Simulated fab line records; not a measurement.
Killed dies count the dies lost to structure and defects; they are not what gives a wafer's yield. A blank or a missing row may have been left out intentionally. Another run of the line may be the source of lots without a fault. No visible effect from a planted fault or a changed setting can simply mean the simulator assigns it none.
Matching of chambers :: flow n5-finfet :: N5_MOL_CONTACT_COAG_ETCH_47 on rie-diel-02 has 4 sister chambers
The step etches SiNx in CH3F/O2, stops on W, target depth 27 nm. 16 wafers are shown with their chamber, then 8 later ones without.

== WAFERS PAIRED WITH THEIR CHAMBERS ==
wafer: L076.3
chamber: 1
rf-vpp-V (V): 296
etch-rf-on-time-s (s): 30.9
showerhead-plenum-p-Torr (Torr): 1.89

wafer: L076.4
chamber: 2
rf-vpp-V (V): 304
etch-rf-on-time-s (s): 29.8
showerhead-plenum-p-Torr (Torr): 2.12

wafer: L076.6
chamber: 0
rf-vpp-V (V): 308
etch-rf-on-time-s (s): 31.0
showerhead-plenum-p-Torr (Torr): 1.92

wafer: L077.2
chamber: 2
rf-vpp-V (V): 305
etch-rf-on-time-s (s): 29.6
showerhead-plenum-p-Torr (Torr): 2.12

wafer: L077.4
chamber: 0
rf-vpp-V (V): 306
etch-rf-on-time-s (s): 30.9
showerhead-plenum-p-Torr (Torr): 1.92

wafer: L077.5
chamber: 1
rf-vpp-V (V): 296
etch-rf-on-time-s (s): 31.2
showerhead-plenum-p-Torr (Torr): 1.89

wafer: L081.2
chamber: 2
rf-vpp-V (V): 304
etch-rf-on-time-s (s): 29.2
showerhead-plenum-p-Torr (Torr): 2.11

wafer: L081.3
chamber: 0
rf-vpp-V (V): 307
etch-rf-on-time-s (s): 30.9
showerhead-plenum-p-Torr (Torr): 1.92

wafer: L081.5
chamber: 3
rf-vpp-V (V): 298
etch-rf-on-time-s (s): 30.9
showerhead-plenum-p-Torr (Torr): 2.04

wafer: L083.1
chamber: 1
rf-vpp-V (V): 300
etch-rf-on-time-s (s): 30.8
showerhead-plenum-p-Torr (Torr): 2.14

wafer: L083.2
chamber: 2
rf-vpp-V (V): 305
etch-rf-on-time-s (s): 30.0
showerhead-plenum-p-Torr (Torr): 2.11

wafer: L083.4
chamber: 3
rf-vpp-V (V): 298
etch-rf-on-time-s (s): 31.7
showerhead-plenum-p-Torr (Torr): 2.04

wafer: L087.1
chamber: 0
rf-vpp-V (V): 307
etch-rf-on-time-s (s): 30.9
showerhead-plenum-p-Torr (Torr): 1.91

wafer: L087.2
chamber: 1
rf-vpp-V (V): 300
etch-rf-on-time-s (s): 30.9
showerhead-plenum-p-Torr (Torr): 2.13

wafer: L087.3
chamber: 2
rf-vpp-V (V): 303
etch-rf-on-time-s (s): 29.5
showerhead-plenum-p-Torr (Torr): 2.11

wafer: L088.2
chamber: 2
rf-vpp-V (V): 304
etch-rf-on-time-s (s): 30.3
showerhead-plenum-p-Torr (Torr): 2.11

SIGNATURES (means of the wafers above)
reading: rf-vpp-V
chamber 0: 307.00
chamber 1: 298.00
chamber 2: 304.17
chamber 3: 298.00
scatter within a chamber: 1.32

reading: etch-rf-on-time-s
chamber 0: 30.925
chamber 1: 30.950
chamber 2: 29.733
chamber 3: 31.300
scatter within a chamber: 0.312

reading: showerhead-plenum-p-Torr
chamber 0: 1.9175
chamber 1: 2.0125
chamber 2: 2.1133
chamber 3: 2.0400
scatter within a chamber: 0.0709
Rule: a wafer's distance from a chamber is the root of the sum, over the readings, of the square of ((its reading less the chamber's mean) divided by the reading's scatter). If the next closest chamber is less than 2 further off than the closest, the wafer can't be placed; otherwise it belongs to the closest. The scatter: take each reading less its chamber's mean, square it, sum over the shown wafers, divide by the number of wafers less the number of chambers, and take the root.

== WAFERS WITH NO CHAMBER GIVEN ==
wafer: L088.3
rf-vpp-V (V): 301
etch-rf-on-time-s (s): 31.2
showerhead-plenum-p-Torr (Torr): 2.13

wafer: L088.5
rf-vpp-V (V): 304
etch-rf-on-time-s (s): 30.0
showerhead-plenum-p-Torr (Torr): 2.11

wafer: L091.1
rf-vpp-V (V): 301
etch-rf-on-time-s (s): 31.1
showerhead-plenum-p-Torr (Torr): 2.13

wafer: L091.2
rf-vpp-V (V): 305
etch-rf-on-time-s (s): 31.4
showerhead-plenum-p-Torr (Torr): 1.91

wafer: L091.3
rf-vpp-V (V): 304
etch-rf-on-time-s (s): 29.9
showerhead-plenum-p-Torr (Torr): 2.10

wafer: L094.3
rf-vpp-V (V): 298
etch-rf-on-time-s (s): 31.2
showerhead-plenum-p-Torr (Torr): 2.03

wafer: L094.4
rf-vpp-V (V): 299
etch-rf-on-time-s (s): 31.1
showerhead-plenum-p-Torr (Torr): 2.03

wafer: L094.5
rf-vpp-V (V): 302
etch-rf-on-time-s (s): 31.3
showerhead-plenum-p-Torr (Torr): 2.13

== WHICH CHAMBER EACH ONE RAN IN ==
wafer: L088.3
from the rows above: can't be placed: 3 or 1
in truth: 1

wafer: L088.5
from the rows above: 2
in truth: 2

wafer: L091.1
from the rows above: can't be placed: 3 or 1
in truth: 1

wafer: L091.2
from the rows above: 0
in truth: 0

wafer: L091.3
from the rows above: 2
in truth: 2

wafer: L094.3
from the rows above: can't be placed: 3 or 1
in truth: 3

wafer: L094.4
from the rows above: can't be placed: 1 or 3
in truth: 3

wafer: L094.5
from the rows above: can't be placed: 3 or 1 or 0 or 2
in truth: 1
Placed correctly: 3 of 8. Not placeable from these rows: 5 (in 5, the candidates include the true chamber). Wrongly placed: 0.
